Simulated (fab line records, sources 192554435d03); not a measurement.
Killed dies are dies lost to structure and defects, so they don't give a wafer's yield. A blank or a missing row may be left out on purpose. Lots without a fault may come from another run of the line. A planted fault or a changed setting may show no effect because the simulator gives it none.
A struck lot beside a sound one | flow n5_finfet | 37 steps out of a route of 1938
Sound: wafers L431.1, L431.3, L431.6. Struck: wafer L441.6. (L441.3, L441.4 of the same lot were not struck and are left out.) The cause comes at the end.
At each step with rows: each side's tool, then ch and its chambers, then its first start. Under that, the readings that differ: sound wafers | struck wafers | difference of the means | sigmas: that difference in standard deviations of wafers without a fault.
alike: readings whose means differ by less than 2 such deviations, and words and numbers that are the same on both sides. not compared: withheld readings, readings that some wafer has no value for, bounds like >300 that may hide the same value, and numbers for which the record gives no deviation and whose values overlap.
The two part at a step that has a row with sigmas, a row that says differs or no value, or rows on one side only. Numbers that don't overlap but have no deviation are shown without sigmas and don't part them. A reading that every wafer of one side lacks parts them only if that side has two wafers or more.

first, 9 steps without rows for these wafers: N5_BEOL_M0_CUTY_DESCUM_61 (chemistry O2, time 7.9 s); N5_BEOL_M0_CUTY_ETCH_62 (etches SiARC in CF4, time 58.5 s); N5_BEOL_M0_CUTY_ETCH_63 (etches SOC in N2/H2, target depth 82.7 nm, overetch 16.5 nm, time 124 s); N5_BEOL_M0_CUTY_STRIP_64 (strips in N2/H2); N5_BEOL_M0_ETCH_138 (etches SiCN in CH3F/O2, target depth 12 nm, time 31.6 s); N5_BEOL_M0_HM_OPEN_105 (chemistry Cl2/BCl3, target TiN, target depth 12 nm); N5_BEOL_M0_STRIP_140 (strips in CF4); N5_BEOL_M0_STRIP_104 (strips in N2/H2); N5_BEOL_M0_WET_ETCH_106 (etches SiO2 in DHF, target depth 130 nm, rinse time 30 s).
N5_BEOL_M0_ETCH_128: etches SiCN in CF4/N2, target depth 12 nm, overetch 5.1 nm, time 21.4 s.
  sound on rie_diel-05 ch 1,3, day 7 01:59; struck on rie_diel-05 ch 3, day 9 16:25
  alike: bias_w, drypump_motor_current_A, mfc_ar_sccm, oes_product_au, rf_vpp_V, showerhead_plenum_p_Torr, throttle_valve_pct
  not compared: rf_hours_counter_h
then, 26 steps without rows for these wafers: N5_BEOL_M0_TRENCH_ETCH_107 (etches SiOC in C4F6/O2, target depth 32.8 nm, time 16.4 s); N5_BEOL_M0_STRIP_142 (strips in N2/H2, time 10 s); N5_BEOL_M0_HM_STRIP_129 (strips TiN in peroxide tin strip, target depth 17 nm, time 108 s); N5_BEOL_M0_SRD_130 (time 30 s); N5_BEOL_M0_ETCH_109 (etches SiCN in CH3F/O2, target depth 8 nm, overetch 2.4 nm, time 27.4 s); N5_BEOL_M0_STRIP_139 (strips in post etch residue remover, time 60 s); N5_BEOL_M0_SRD_111 (time 30 s); N5_BEOL_M0_DEGAS_112 (time 60 s); N5_BEOL_M0_PRE_CLEAN_113 (time 30 s); N5_BEOL_M0_ALD_136 (deposits TaN, pulse time 2 s, purge time 3 s, co reactant purge time 2 s); N5_BEOL_M0_SURFACE_TREAT_137; N5_BEOL_M0_CVD_115 (deposits Co from CCTBA/H2, time 120 s); N5_BEOL_M0_SPUTTER_116 (material Cu, target thk 4 nm, time 7.37 s); N5_BEOL_M0_ANNEAL_117 (time 60 s); N5_BEOL_M0_SPUTTER_132 (material Cu, target thk 4 nm, time 7.37 s); N5_BEOL_M0_ANNEAL_133 (time 60 s); N5_BEOL_M0_SPUTTER_134 (material Cu, target thk 4 nm, time 7.37 s); N5_BEOL_M0_ANNEAL_135 (time 60 s); N5_BEOL_M0_SPUTTER_141 (material Cu, target thk 4 nm, time 7.37 s); N5_BEOL_M0_ECD_118 (material Cu, target thk 300 nm); N5_BEOL_M0_ANNEAL_119 (time 90 s); N5_BEOL_M0_CMP_120 (polishes, stops on SiOC, t overpolish 6.9 s); N5_BEOL_M0_PRE_CLEAN_131 (time 15 s); N5_BEOL_M0_CO_CAP_123 (material Co, precursor CCTBA/H2, target thk 2 nm, time 102.1 s); N5_BEOL_M0_PRE_CLEAN_124 (time 15 s); N5_BEOL_M0_DEP_125 (deposits SiCN from 3MS/NH3, target thk 8 nm, time 14 s).
-- the record jumps here: 7 days lie between the struck wafers' starts before and after (it left off in module BEOL_M0 and takes up again in module PASSIVATION, whose first step shown is number 1936 of the route) --
N5_PASSIVATION_PROBE_49:
  sound on prober-01, day 14 06:02; struck on prober-02, day 16 08:44
  reading                  | sound     | struck | difference | sigmas
  defect_limited_yield (%) | 91.6 91.0 | 80.9   | -10.4      | -8
  killed_at_M0_to_M3       | 30 30     | 155    | +125       | +12
  killed_dies              | 99 106    | 225    | +122       | +8
  killed_on_rim            | 17 19     | 31     | +13        | +3
  sort_bin_5_function (%)  | 4.4 5.6   | 11.1   | +6.1       | +8
  sort_n_pass              | 1081 1074 | 955    | -122       | -8
  sort_yield_pct (%)       | 91.6 91.0 | 80.9   | -10.4      | -8
  alike: killed_at_M4_up, killed_at_contacts, killed_at_front_end, killed_at_other, killed_open, killed_short, sort_bin_6_memory

WHERE THEY PART
Only at N5_PASSIVATION_PROBE_49, within this record.

WHY: what the simulator had put in
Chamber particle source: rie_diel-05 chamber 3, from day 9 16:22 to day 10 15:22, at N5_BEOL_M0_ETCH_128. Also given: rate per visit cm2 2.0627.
